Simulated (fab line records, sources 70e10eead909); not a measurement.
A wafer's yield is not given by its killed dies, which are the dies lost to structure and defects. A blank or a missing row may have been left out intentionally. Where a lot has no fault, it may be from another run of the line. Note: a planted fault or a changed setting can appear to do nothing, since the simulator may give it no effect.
Code-filled problem report in 8D (eight disciplines) form	flow nand-harc	the parts of the form that need people (team, actions taken, sign-off) are left out

## 1. THE ISSUE
Wafers without a fault read 997 nm, standard deviation 10; thk-nm at NHARC_A_ONON_D2_THK_MEAS_30 reads a mean of 1588 nm on 6 wafers belonging to 2 lots. That is +59 standard deviations from the usual mean.
The step: measures by ellipsometry.
First observed at day 15 04:28: wafer L651.1, on film-metro-01. The record holds 39 wafers of 13 lots with a number at this step. Rule for "out" (also "out of limits"): further than 4 standard deviations from the usual mean. Any other wafer with a number is counted as sound.

## 2. WHAT THIS IS AND IS NOT
question	is	is not
which readings at this step	thk-nm	-
which lots	L651, L654	L648, L658, L660, L661, L662, L663, L664, L665, L666, L668, L669
which wafers of those lots	all that have a number	-
read on which gauges	film-metro-01	film-metro-02
when	from day 15 04:28	up to then (3 sound wafers); but 30 sound wafers of L658, L660, L661, L662, L663, L664, L665, L666, L668, L669 came after

## 3. WHAT RULES OUT EACH SUSPECT
Counting: a tool at a process step up to the reading stays a suspect if it ran every lot that is out and no sound lot after the first of them.
- the gauge at NHARC_A_ONON_D2_THK_MEAS_30 is ruled out. All the wafers that are out were read on film-metro-01, but those of them that NHARC_END_SORT_01 has rows for are out there too, on other tools.
- pecvd-onon-03 at NHARC_A_ONON_D2_DEP_28 (target thk 1000 nm): ruled out as a lasting fault. After its first lot that is out, L651 (day 15 03:57), sound lots L660, L662, L666 ran on it.
Left after counting: nothing in the record.

## 4. THE CAUSE (what the simulator had put in)
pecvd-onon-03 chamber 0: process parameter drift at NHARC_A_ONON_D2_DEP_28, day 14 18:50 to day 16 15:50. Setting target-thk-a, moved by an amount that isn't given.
The count ruled it out by mistake, since the rule takes a fault to strike every lot its tool runs from the start of the fault on, and this one did not do so.

## 5. SEQUENCE OF EFFECTS, ordered by route
Each row: a reading where the mean over the struck wafers with a number is more than 3 standard deviations away from the usual. Only readings for which the record gives a usual standard deviation are gone through. hours: the time from each lot's start at the first step in this table that gives one to its start at this step, as a median over the lots. sigmas: the change in usual standard deviations.
hours	step	reading	usual	on struck wafers	change	sigmas
0	NHARC_A_ONON_D2_THK_MEAS_30	thk-nm	997 nm	1588	+591	+59
268	NHARC_END_SORT_01	killed-at-array	59	674	+615	+31
268	NHARC_END_SORT_01	killed-dies	64	677	+613	+29

## 6. WHAT WOULD HAVE CAUGHT IT SOONER
10 hours passed between the start of the fault at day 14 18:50 and the first reading out of limits at a measuring or inspecting step in this record, taken at day 15 04:28.
Tool readings at NHARC_A_ONON_D2_DEP_28 with a usual standard deviation given in the record: none out on any struck wafer, hence no alarm at a limit of 4 standard deviations on them.
